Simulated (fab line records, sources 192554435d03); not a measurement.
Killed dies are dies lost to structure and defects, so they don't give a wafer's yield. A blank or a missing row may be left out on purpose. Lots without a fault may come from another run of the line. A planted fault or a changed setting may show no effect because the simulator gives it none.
A struck lot beside a sound one | flow n5_finfet | 15 steps out of a route of 1938
Sound: wafers L430.1, L430.3, L430.4. Struck: wafers L439.1, L439.5, L439.6. The cause comes at the end.
At each step with rows: each side's tool, then ch and its chambers, then its first start. Under that, the readings that differ: sound wafers | struck wafers | difference of the means | sigmas: that difference in standard deviations of wafers without a fault.
alike: readings whose means differ by less than 2 such deviations, and words and numbers that are the same on both sides. not compared: withheld readings, readings that some wafer has no value for, bounds like >300 that may hide the same value, and numbers for which the record gives no deviation and whose values overlap.
The two part at a step that has a row with sigmas, a row that says differs or no value, or rows on one side only. Numbers that don't overlap but have no deviation are shown without sigmas and don't part them. A reading that every wafer of one side lacks parts them only if that side has two wafers or more.

first, 7 steps without rows for these wafers: N5_BEOL_M6_COAT_60 (time 60 s, resist thk 35 nm); N5_BEOL_M6_COAT_05 (resist thk 90 nm); N5_BEOL_M6_EBR_07; N5_BEOL_M6_SOFTBAKE_06 (time 60 s); N5_BEOL_M6_EXPOSE_08 (exposes mask M6); N5_BEOL_M6_PEB_09 (peb time 60 s); N5_BEOL_M6_DEVELOP_10 (develop time 30 s).
N5_BEOL_M6_CD_MEAS_11: target cd 38.5 nm.
  sound on cd_sem-01 ch 0, day 10 02:58; struck on cd_sem-02 ch 0, day 12 02:59
  alike: cd_nm
N5_BEOL_M6_OVL_MEAS_12:
  sound on overlay-01 ch 0, day 10 03:00; struck on overlay-01 ch 0, day 12 03:01
  alike: M6_OVL
N5_BEOL_M6_INSPECT_13: inspects for defects (brightfield).
  sound on defect_inspect-01, day 10 03:02; struck on defect_inspect-01, day 12 03:03
  alike: raw_defect_count
N5_BEOL_M6_DESCUM_16: chemistry O2, time 7.9 s.
  sound on rie_diel-02 ch 1,2, day 10 03:17; struck on rie_diel-05 ch 0,1, day 12 03:05
  alike: bias_power_w, drypump_motor_current_A, o2_flow_sccm, oes_product_au, rf_vpp_V, showerhead_plenum_p_Torr, throttle_valve_pct
  not compared: rf_hours_counter_h
N5_BEOL_M6_ETCH_61: etches SiARC in CF4, target depth 45.5 nm, time 75.8 s.
  sound on rie_diel-02 ch 1,2, day 10 03:19; struck on rie_diel-05 ch 0,1, day 12 03:07
  alike: bias_w, drypump_motor_current_A, etch_rf_on_time_s, oes_product_au, rf_vpp_V, showerhead_plenum_p_Torr, throttle_valve_pct
  not compared: rf_hours_counter_h
N5_BEOL_M6_ETCH_62: etches SOC in N2/H2, target depth 110 nm, overetch 22 nm, time 165 s.
  sound on rie_diel-02 ch 1,2, day 10 03:22; struck on rie_diel-05 ch 0,1, day 12 03:10
  reading                                    | sound             | struck            | difference | sigmas
  bias_w (W)                                 | 150.1 149.7 150.5 | 174.9 175.3 175.0 | +25.0      | +55
  rf_vpp_V (V)                               | 526.3 526.8 527.9 | 583.9 576.0 582.6 | +53.8      | +19
  model.SiARC_of_BEOL_M6_COAT_60.thk_nm (nm) | 28.8 27.8 27.8    | 26.8 27.2 26.8    | -1.2       |
  alike: drypump_motor_current_A, h2_flow_sccm, oes_product_au, showerhead_plenum_p_Torr, throttle_valve_pct
  not compared: rf_hours_counter_h
then, 1 step without rows for these wafers: N5_BEOL_M6_STRIP_68 (strips in N2/H2).
-- the record jumps here: 5 days lie between the struck wafers' starts before and after (it left off in module BEOL_M6 and takes up again in module PASSIVATION, whose first step shown is number 1936 of the route) --
N5_PASSIVATION_PROBE_49:
  the record has rows for the struck wafers here (prober-02, day 16 15:42) and none for the sound ones

WHERE THEY PART
First at N5_BEOL_M6_ETCH_62; last, within this record, at N5_PASSIVATION_PROBE_49.

WHY: what the simulator had put in
Process parameter drift: rie_diel-05, from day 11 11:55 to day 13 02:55, at N5_BEOL_M6_ETCH_62. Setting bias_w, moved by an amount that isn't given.
